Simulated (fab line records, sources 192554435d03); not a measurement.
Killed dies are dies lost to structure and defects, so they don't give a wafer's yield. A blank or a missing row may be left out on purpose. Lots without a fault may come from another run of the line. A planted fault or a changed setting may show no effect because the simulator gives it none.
A struck lot beside a sound one | flow n5_finfet | 18 steps out of a route of 1938
Sound: wafers L550.2, L550.3, L550.5. Struck: wafer L552.2. (L552.5 of the same lot was not struck and is left out.) The cause comes at the end.
At each step with rows: each side's tool, then ch and its chambers, then its first start. Under that, the readings that differ: sound wafers | struck wafers | difference of the means | sigmas: that difference in standard deviations of wafers without a fault.
alike: readings whose means differ by less than 2 such deviations, and words and numbers that are the same on both sides. not compared: withheld readings, readings that some wafer has no value for, bounds like >300 that may hide the same value, and numbers for which the record gives no deviation and whose values overlap.
The two part at a step that has a row with sigmas, a row that says differs or no value, or rows on one side only. Numbers that don't overlap but have no deviation are shown without sigmas and don't part them. A reading that every wafer of one side lacks parts them only if that side has two wafers or more.

first, 1 step without rows for these wafers: N5_MIM_BOT_DEGAS_01 (time 60 s).
N5_MIM_BOT_SPUTTER_00: material TiN, target thk 35 nm, time 89.7 s.
  sound on pvd_sputter-02, day 15 08:28; struck on pvd_sputter-03, day 16 04:17
  reading                | sound          | struck | difference | sigmas
  throttle_valve_pct (%) | 31.0 30.4 31.0 | 29.5   | -1.3       | -2
N5_MIM_TOP_ALD_00: deposits Al2O3, purge time 3 s, co reactant pulse time 3 s.
  sound on ald_hk-02 ch 0,2, day 15 08:34; struck on ald_hk-02 ch 0, day 16 04:23
  alike: precursor_pulse_height_rel
N5_MIM_TOP_ALD_01: deposits HfO2, target thk 5.6 nm, pulse time 1 s, purge time 3 s.
  sound on ald_hk-02 ch 0,2; struck on ald_hk-02 ch 0
  reading                    | sound             | struck | difference | sigmas
  precursor_pulse_height_rel | 1.020 0.998 1.021 | 0.962  | -0.051     | -2
then, 1 step without rows for these wafers: N5_MIM_TOP_ALD_02 (deposits Al2O3, purge time 3 s, co reactant pulse time 3 s).
N5_MIM_TOP_DEGAS_04: time 60 s.
  sound on pvd_sputter-02, day 15 09:13; struck on pvd_sputter-01, day 16 05:16
  alike: heater_power_w
N5_MIM_TOP_SPUTTER_03: material TiN, target thk 35 nm, time 89.7 s.
  sound on pvd_sputter-02, day 15 09:16; struck on pvd_sputter-01, day 16 05:18
  reading                | sound          | struck | difference | sigmas
  throttle_valve_pct (%) | 30.1 30.1 30.5 | 31.7   | +1.5       | +2
then, 5 steps without rows for these wafers: N5_MIM_TOP_LITHO_HMDS_01 (time 60 s); N5_MIM_TOP_LITHO_COAT_02; N5_MIM_TOP_LITHO_EBR_04; N5_MIM_TOP_LITHO_SOFTBAKE_03 (time 90 s); N5_MIM_TOP_LITHO_EXPOSE_05 (exposes mask MIM TOP, target cd 2000 nm).
N5_MIM_TOP_LITHO_PEB_06:
  sound on litho_track-03 ch 0, day 15 09:39; struck on litho_track-02 ch 0, day 16 05:34
  reading         | sound          | struck | difference | sigmas
  exhaust_pa (Pa) | 44.4 45.9 45.1 | 43.2   | -1.9       | -2
then, 2 steps without rows for these wafers: N5_MIM_TOP_LITHO_DEVELOP_07 (develop time 60 s); N5_MIM_TOP_LITHO_HARDBAKE_09 (time 120 s).
N5_MIM_TOP_LITHO_CD_MEAS_08: target cd 2000 nm.
  sound on cd_sem-02 ch 0, day 15 09:46; struck on cd_sem-03 ch 0, day 16 05:41
  reading    | sound                | struck | difference | sigmas
  cd_nm (nm) | 1998.8 1998.6 1997.3 | 2004.2 | +6.0       | +5
N5_MIM_TOP_LITHO_OVL_MEAS_11:
  sound on overlay-02 ch 0, day 15 09:48; struck on overlay-01 ch 0, day 16 05:43
  alike: MIM_TOP_OVL
N5_PASSIVATION_PROBE_49:
  sound on prober-02, day 15 21:28; struck on prober-01, day 16 23:26
  alike: defect_limited_yield, killed_at_M0_to_M3, killed_at_M4_up, killed_at_contacts, killed_at_front_end, killed_at_other, killed_dies, killed_open, killed_short, sort_bin_5_function, sort_bin_6_memory, sort_n_pass, sort_yield_pct

WHERE THEY PART
First at N5_MIM_BOT_SPUTTER_00; last, within this record, at N5_MIM_TOP_LITHO_CD_MEAS_08. Later steps at which nothing parts them and some readings are alike: N5_MIM_TOP_LITHO_OVL_MEAS_11, N5_PASSIVATION_PROBE_49.

WHY: what the simulator had put in
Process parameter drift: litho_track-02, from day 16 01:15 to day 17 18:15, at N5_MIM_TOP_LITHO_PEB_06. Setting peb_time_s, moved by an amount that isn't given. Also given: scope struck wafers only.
